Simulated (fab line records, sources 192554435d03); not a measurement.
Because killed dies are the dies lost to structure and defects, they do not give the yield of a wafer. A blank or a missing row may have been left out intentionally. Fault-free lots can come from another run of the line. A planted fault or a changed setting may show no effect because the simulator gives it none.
Which tool did it?    flow n5_finfet    69 wafers from 23 lots sampled at 6 of the route's 1938 steps

== WHAT EACH GAUGE READ, for each wafer ==
Not one reading of a measure or inspect step in the record can be checked against a usual standard deviation.

== TOOL THAT RAN EACH LOT (tool first, then ch and the chambers of the sampled wafers, then the start) ==
lot   N5_MOL_CONTACT_COAG_ETCH_15         N5_MOL_CONTACT_COAG_PRE_CLEAN_142  N5_MOL_CONTACT_COAG_SPUTTER_130  N5_MOL_CONTACT_COAG_CMP_28     N5_MOL_CONTACT_COAG_ETCHBACK_135    N5_MOL_CONTACT_COAG_ETCH_47
L074  rie_diel-04 ch 2,3, day 4 15:22     pvd_sputter-01, day 4 22:46        pvd_sputter-01, day 4 22:49      cmp-03 ch 0,1,3, day 5 01:27   rie_diel-06 ch 0,1,2, day 5 03:26   rie_diel-06 ch 0,1,2, day 5 03:34
L075  rie_diel-04 ch 0,1,3, day 4 21:23   pvd_sputter-01, day 5 02:01        pvd_sputter-01, day 5 02:05      cmp-02 ch 0,1,3, day 5 04:44   rie_diel-06 ch 1,2,3, day 5 06:41   rie_diel-06 ch 1,2,3, day 5 06:49
L076  rie_diel-06 ch 0,2,3, day 5 01:17   pvd_sputter-02, day 5 05:41        pvd_sputter-02, day 5 05:45      cmp-02 ch 2,3, day 5 08:26     rie_diel-06 ch 0,1,2, day 5 10:20   rie_diel-06 ch 0,1,2, day 5 10:28
L077  rie_diel-04 ch 1,2,3, day 5 11:18   pvd_sputter-03, day 5 16:08        pvd_sputter-03, day 5 16:11      cmp-04 ch 0,2,3, day 5 18:46   rie_diel-05 ch 0,1, day 5 20:40     rie_diel-05 ch 0,1, day 5 20:48
L078  rie_diel-05 ch 2,3, day 5 13:45     pvd_sputter-01, day 5 17:11        pvd_sputter-01, day 5 17:15      cmp-02 ch 0,3, day 5 19:49     rie_diel-05 ch 0,1,3, day 5 21:33   rie_diel-05 ch 0,1,3, day 5 21:41
L079  rie_diel-04 ch 0,1,2, day 5 23:07   pvd_sputter-03, day 6 04:38        pvd_sputter-03, day 6 04:42      cmp-03 ch 1,2,3, day 6 07:16   rie_diel-04 ch 0,2,3, day 6 09:01   rie_diel-04 ch 0,2,3, day 6 09:10
L080  rie_diel-05 ch 0,1, day 6 07:04     pvd_sputter-02, day 6 13:16        pvd_sputter-02, day 6 13:19      cmp-04 ch 1,2, day 6 15:53     rie_diel-05 ch 1,3, day 6 17:44     rie_diel-05 ch 1,3, day 6 17:53
L081  rie_diel-05 ch 0,2,3, day 6 10:17   pvd_sputter-01, day 6 20:17        pvd_sputter-01, day 6 20:21      cmp-02 ch 1,2,3, day 6 23:00   rie_diel-05 ch 0,1,3, day 7 01:41   rie_diel-05 ch 0,1,3, day 7 01:50
L082  rie_diel-06 ch 0,1, day 7 00:08     pvd_sputter-03, day 7 06:40        pvd_sputter-03, day 7 06:43      cmp-04 ch 0,1, day 7 09:46     rie_diel-05 ch 2,3, day 7 11:38     rie_diel-05 ch 2,3, day 7 11:46
L083  rie_diel-05 ch 1,2,3, day 7 07:25   pvd_sputter-01, day 7 13:11        pvd_sputter-01, day 7 13:15      cmp-02 ch 1,2,3, day 7 15:49   rie_diel-06 ch 0,1,3, day 7 17:57   rie_diel-06 ch 0,1,3, day 7 18:05
L085  rie_diel-05 ch 0,2,3, day 7 10:44   pvd_sputter-01, day 7 14:11        pvd_sputter-01, day 7 14:15      cmp-04 ch 0,2,3, day 7 16:52   rie_diel-04 ch 0,1,3, day 7 18:35   rie_diel-04 ch 0,1,3, day 7 18:44
L084  rie_diel-04 ch 0,1,3, day 7 12:03   pvd_sputter-03, day 7 16:59        pvd_sputter-03, day 7 17:03      cmp-02 ch 0,1,2, day 7 19:37   rie_diel-04 ch 1,2,3, day 7 21:41   rie_diel-04 ch 1,2,3, day 7 21:49
L086  rie_diel-06 ch 0,3, day 7 19:06     pvd_sputter-03, day 8 00:02        pvd_sputter-03, day 8 01:27      cmp-02 ch 0,3, day 8 04:01     rie_diel-04 ch 0,1,3, day 8 06:56   rie_diel-04 ch 0,1,3, day 8 07:05
L088  rie_diel-04 ch 0,1,2, day 8 07:48   pvd_sputter-03, day 8 13:04        pvd_sputter-03, day 8 13:08      cmp-02 ch 0,3, day 8 15:44     rie_diel-06 ch 0,1, day 8 18:02     rie_diel-06 ch 0,1, day 8 18:10
L089  rie_diel-06 ch 1,2,3, day 8 16:13   pvd_sputter-03, day 8 21:12        pvd_sputter-03, day 8 21:16      cmp-02 ch 0,2, day 9 02:14     rie_diel-04 ch 0,1,2, day 9 04:29   rie_diel-04 ch 0,1,2, day 9 04:37
L090  rie_diel-05 ch 0,1,3, day 9 03:53   pvd_sputter-01, day 9 08:40        pvd_sputter-01, day 9 08:44      cmp-03 ch 0,2,3, day 9 11:18   rie_diel-06 ch 1,2,3, day 9 13:51   rie_diel-06 ch 1,2,3, day 9 13:59
L091  rie_diel-06 ch 1,2, day 9 05:42     pvd_sputter-01, day 9 13:13        pvd_sputter-01, day 9 13:16      cmp-03 ch 0,3, day 9 15:54     rie_diel-04 ch 0,2,3, day 9 18:30   rie_diel-04 ch 0,2,3, day 9 18:38
L092  rie_diel-05 ch 0,2,3, day 9 17:52   pvd_sputter-01, day 9 22:59        pvd_sputter-01, day 9 23:02      cmp-02 ch 2,3, day 10 01:37    rie_diel-05 ch 0,1, day 10 05:03    rie_diel-05 ch 0,1, day 10 05:11
L094  rie_diel-05 ch 1,2, day 9 18:17     pvd_sputter-01, day 10 00:41       pvd_sputter-01, day 10 00:44     cmp-02 ch 0,2, day 10 03:20    rie_diel-06 ch 0,1,3, day 10 05:38  rie_diel-06 ch 0,1,3, day 10 05:46
L093  rie_diel-05 ch 0,3, day 9 19:07     pvd_sputter-01, day 10 03:02       pvd_sputter-01, day 10 03:06     cmp-02 ch 2,3, day 10 05:42    rie_diel-05 ch 1,2,3, day 10 07:32  rie_diel-05 ch 1,2,3, day 10 07:40
L095  rie_diel-05 ch 0,3, day 10 01:10    pvd_sputter-03, day 10 08:36       pvd_sputter-03, day 10 08:40     cmp-03 ch 0,1, day 10 11:20    rie_diel-06 ch 0,1,2, day 10 13:15  rie_diel-06 ch 0,1,2, day 10 13:23
L096  rie_diel-04 ch 0,1,3, day 10 05:44  pvd_sputter-01, day 10 12:30       pvd_sputter-01, day 10 12:34     cmp-03 ch 0,2,3, day 10 15:10  rie_diel-06 ch 1,2, day 10 17:03    rie_diel-06 ch 1,2, day 10 17:11
L097  rie_diel-04 ch 0,1,2, day 10 15:01  pvd_sputter-02, day 10 22:03       pvd_sputter-02, day 10 22:07     cmp-04 ch 1,2,3, day 11 01:35  rie_diel-06 ch 0,1,2, day 11 03:25  rie_diel-06 ch 0,1,2, day 11 03:34
- N5_MOL_CONTACT_COAG_ETCH_15: etches SiNx in CH3F/O2, stops on Si:P, target depth 7 nm.
- N5_MOL_CONTACT_COAG_PRE_CLEAN_142: time 60 s.
- N5_MOL_CONTACT_COAG_SPUTTER_130: material Co, target thk 47.5 nm.
- N5_MOL_CONTACT_COAG_CMP_28: polishes, stops on SiNx, t overpolish 0.85 s, target thk 14.522 nm.
- N5_MOL_CONTACT_COAG_ETCHBACK_135: etches SiO2 in CHF3, target depth 25 nm, time 16.7 s.
- N5_MOL_CONTACT_COAG_ETCH_47: etches SiNx in CH3F/O2, stops on W, target depth 27 nm.

== AS READ BY THE TOOLS THEMSELVES (means over the sampled wafers that have a number; for cases with no such wafer, the mark the record gives instead) ==
N5_MOL_CONTACT_COAG_ETCH_15.
lot   tool         drypump_motor_current_A (A)  oes_f_703_au (a.u.)  oes_product_au (a.u.)  rf_vpp_V (V)  showerhead_plenum_p_Torr (Torr)  throttle_valve_pct (%)
L074  rie_diel-04  6.3                          0.87                 0.62                   298           2.10                             16.19
L075  rie_diel-04  5.7                          0.84                 0.61                   297           2.02                             16.20
L076  rie_diel-06  5.8                          0.71                 0.54                   303           2.05                             16.39
L077  rie_diel-04  6.1                          0.80                 0.58                   298           2.07                             16.16
L078  rie_diel-05  5.6                          0.81                 0.60                   301           1.99                             15.98
L079  rie_diel-04  5.7                          0.83                 0.59                   296           2.05                             16.34
L080  rie_diel-05  5.9                          0.81                 0.60                   298           2.11                             16.49
L081  rie_diel-05  5.8                          0.84                 0.61                   299           2.04                             15.97
L082  rie_diel-06  6.4                          0.83                 0.59                   299           2.11                             16.31
L083  rie_diel-05  5.7                          0.78                 0.57                   299           2.03                             16.28
L085  rie_diel-05  5.8                          0.82                 0.60                   299           2.04                             15.98
L084  rie_diel-04  5.7                          0.82                 0.59                   297           2.01                             16.24
L086  rie_diel-06  5.5                          0.73                 0.54                   305           2.07                             16.34
L088  rie_diel-04  5.7                          0.80                 0.58                   296           2.05                             16.38
L089  rie_diel-06  5.8                          0.86                 0.62                   296           2.05                             16.13
L090  rie_diel-05  6.0                          0.78                 0.56                   297           2.09                             16.28
L091  rie_diel-06  6.1                          0.91                 0.67                   296           2.02                             16.05
L092  rie_diel-05  5.8                          0.80                 0.58                   298           2.03                             16.02
L094  rie_diel-05  5.7                          0.77                 0.56                   300           2.05                             16.58
L093  rie_diel-05  6.1                          0.82                 0.59                   295           2.09                             15.97
L095  rie_diel-05  6.1                          0.82                 0.59                   296           2.09                             15.98
L096  rie_diel-04  5.7                          0.79                 0.57                   297           2.00                             16.28
L097  rie_diel-04  5.7                          0.79                 0.56                   296           2.04                             16.42

N5_MOL_CONTACT_COAG_PRE_CLEAN_142.
lot   tool            heater_power_w (W)
L074  pvd_sputter-01  547
L075  pvd_sputter-01  545
L076  pvd_sputter-02  475
L077  pvd_sputter-03  491
L078  pvd_sputter-01  528
L079  pvd_sputter-03  499
L080  pvd_sputter-02  472
L081  pvd_sputter-01  554
L082  pvd_sputter-03  491
L083  pvd_sputter-01  551
L085  pvd_sputter-01  540
L084  pvd_sputter-03  485
L086  pvd_sputter-03  481
L088  pvd_sputter-03  474
L089  pvd_sputter-03  500
L090  pvd_sputter-01  550
L091  pvd_sputter-01  516
L092  pvd_sputter-01  533
L094  pvd_sputter-01  540
L093  pvd_sputter-01  556
L095  pvd_sputter-03  529
L096  pvd_sputter-01  545
L097  pvd_sputter-02  475

N5_MOL_CONTACT_COAG_SPUTTER_130.
lot   tool            throttle_valve_pct (%)
L074  pvd_sputter-01  29.3
L075  pvd_sputter-01  30.3
L076  pvd_sputter-02  29.2
L077  pvd_sputter-03  30.0
L078  pvd_sputter-01  29.4
L079  pvd_sputter-03  30.0
L080  pvd_sputter-02  29.0
L081  pvd_sputter-01  29.2
L082  pvd_sputter-03  30.0
L083  pvd_sputter-01  29.2
L085  pvd_sputter-01  30.5
L084  pvd_sputter-03  29.9
L086  pvd_sputter-03  29.5
L088  pvd_sputter-03  30.6
L089  pvd_sputter-03  29.3
L090  pvd_sputter-01  29.4
L091  pvd_sputter-01  28.9
L092  pvd_sputter-01  29.3
L094  pvd_sputter-01  30.1
L093  pvd_sputter-01  29.3
L095  pvd_sputter-03  30.0
L096  pvd_sputter-01  29.3
L097  pvd_sputter-02  29.9

N5_MOL_CONTACT_COAG_CMP_28.
lot   tool    motor_current_A (A)  pad_life_wafers  time_to_endpoint_s (s)
L074  cmp-03  12.7                 1670             2
L075  cmp-02  12.6                 847              3
L076  cmp-02  12.0                 876              8
L077  cmp-04  11.9                 1315             7
L078  cmp-02  12.9                 962              4
L079  cmp-03  13.2                 1910             4
L080  cmp-04  12.1                 1470             5
L081  cmp-02  12.2                 1160             4
L082  cmp-04  13.4                 1573             6
L083  cmp-02  12.1                 1351             6
L085  cmp-04  12.2                 1628             6
L084  cmp-02  13.1                 1381             7
L086  cmp-02  12.2                 1434             4
L088  cmp-02  12.3                 1520             4
L089  cmp-02  12.8                 1597             9
L090  cmp-03  12.0                 314              5
L091  cmp-03  11.8                 356              5
L092  cmp-02  11.6                 1748             6
L094  cmp-02  13.4                 1771             4
L093  cmp-02  11.9                 1790             7
L095  cmp-03  13.3                 522              5
L096  cmp-03  12.3                 548              5
L097  cmp-04  12.8                 116              1

N5_MOL_CONTACT_COAG_ETCHBACK_135.
lot   tool         drypump_motor_current_A (A)  oes_f_703_au (a.u.)  oes_product_au (a.u.)  rf_vpp_V (V)  showerhead_plenum_p_Torr (Torr)  throttle_valve_pct (%)
L074  rie_diel-06  6.3                          0.77                 0.77                   531           2.46                             18.77
L075  rie_diel-06  5.8                          0.78                 0.78                   522           2.45                             18.63
L076  rie_diel-06  6.3                          0.77                 0.77                   531           2.46                             18.77
L077  rie_diel-05  6.1                          0.89                 0.89                   522           2.51                             18.57
L078  rie_diel-05  6.0                          0.82                 0.81                   524           2.49                             18.60
L079  rie_diel-04  5.9                          0.87                 0.87                   525           2.42                             18.67
L080  rie_diel-05  5.9                          0.74                 0.73                   524           2.46                             18.63
L081  rie_diel-05  6.0                          0.80                 0.79                   524           2.48                             18.62
L082  rie_diel-05  5.7                          0.77                 0.77                   526           2.40                             18.34
L083  rie_diel-06  6.0                          0.77                 0.78                   533           2.48                             18.74
L085  rie_diel-04  5.7                          0.81                 0.80                   522           2.39                             18.63
L084  rie_diel-04  6.1                          0.78                 0.78                   523           2.45                             18.55
L086  rie_diel-04  5.7                          0.80                 0.79                   522           2.39                             18.64
L088  rie_diel-06  6.4                          0.75                 0.77                   541           2.49                             18.88
L089  rie_diel-04  5.7                          0.79                 0.79                   522           2.43                             18.80
L090  rie_diel-06  5.8                          0.84                 0.85                   523           2.44                             18.55
L091  rie_diel-04  5.8                          0.84                 0.83                   524           2.41                             18.72
L092  rie_diel-05  6.1                          0.83                 0.82                   521           2.50                             18.63
L094  rie_diel-06  5.9                          0.75                 0.77                   533           2.47                             18.76
L093  rie_diel-05  5.7                          0.76                 0.76                   529           2.41                             18.69
L095  rie_diel-06  6.2                          0.81                 0.82                   530           2.44                             18.70
L096  rie_diel-06  6.3                          0.86                 0.87                   518           2.45                             18.56
L097  rie_diel-06  6.2                          0.80                 0.82                   531           2.44                             18.71

N5_MOL_CONTACT_COAG_ETCH_47.
lot   tool         drypump_motor_current_A (A)  etch_rf_on_time_s (s)  oes_f_703_au (a.u.)  oes_product_au (a.u.)  rf_vpp_V (V)  showerhead_plenum_p_Torr (Torr)  throttle_valve_pct (%)
L074  rie_diel-06  6.3                          30.8                   0.77                 0.69                   300           2.07                             16.39
L075  rie_diel-06  5.8                          30.7                   0.78                 0.70                   297           2.06                             16.25
L076  rie_diel-06  6.3                          31.2                   0.77                 0.69                   301           2.07                             16.39
L077  rie_diel-05  6.1                          30.9                   0.88                 0.79                   297           2.12                             16.18
L078  rie_diel-05  5.9                          31.4                   0.82                 0.72                   297           2.10                             16.24
L079  rie_diel-04  5.9                          30.8                   0.87                 0.76                   297           2.04                             16.28
L080  rie_diel-05  5.8                          31.4                   0.75                 0.65                   298           2.08                             16.30
L081  rie_diel-05  5.9                          31.3                   0.81                 0.71                   298           2.09                             16.25
L082  rie_diel-05  5.7                          31.4                   0.77                 0.69                   299           2.02                             16.04
L083  rie_diel-06  5.9                          30.9                   0.77                 0.70                   302           2.09                             16.35
L085  rie_diel-04  5.7                          31.6                   0.81                 0.71                   297           2.01                             16.25
L084  rie_diel-04  6.1                          31.2                   0.78                 0.69                   297           2.07                             16.21
L086  rie_diel-04  5.7                          31.4                   0.81                 0.71                   297           2.01                             16.25
L088  rie_diel-06  6.4                          31.0                   0.75                 0.68                   307           2.09                             16.51
L089  rie_diel-04  5.7                          31.5                   0.79                 0.70                   296           2.04                             16.41
L090  rie_diel-06  5.8                          30.6                   0.84                 0.76                   297           2.05                             16.16
L091  rie_diel-04  5.9                          31.4                   0.84                 0.73                   297           2.03                             16.34
L092  rie_diel-05  6.1                          31.3                   0.83                 0.73                   296           2.10                             16.25
L094  rie_diel-06  6.0                          30.6                   0.75                 0.69                   302           2.08                             16.38
L093  rie_diel-05  5.7                          30.9                   0.76                 0.67                   300           2.03                             16.34
L095  rie_diel-06  6.2                          31.1                   0.81                 0.74                   301           2.05                             16.31
L096  rie_diel-06  6.3                          30.7                   0.87                 0.77                   293           2.06                             16.16
L097  rie_diel-06  6.2                          31.1                   0.81                 0.73                   301           2.05                             16.32

== THE ANSWER, worked out from the rows above alone ==
Rule: what is usual is taken from the lots themselves. Put in order of their means at a reading, lots are off if they are a third of the lots or fewer, leave a main group of 4 or more, and stand apart from it by a gap of 3 or more times the standard deviation of the main group's means; of several such gaps the widest counts. Not used: any main group whose means are identical at the precision the tables above print for the reading. A lot without any number at a reading at which 4 lots or more have one is off too. Where the step has rows for the other lots, those lots are counted as sound. The gauges are gone through in route order, then the tools' own readings, and for those a lot's mean is taken as printed above. At the first step where some lot is off, the reading lying furthest off is the one used; lots without a number count as furthest.
Across all readings shown, no lot is off: no conclusion can be drawn from this.

== WHAT WAS PUT IN BY THE SIMULATOR ==
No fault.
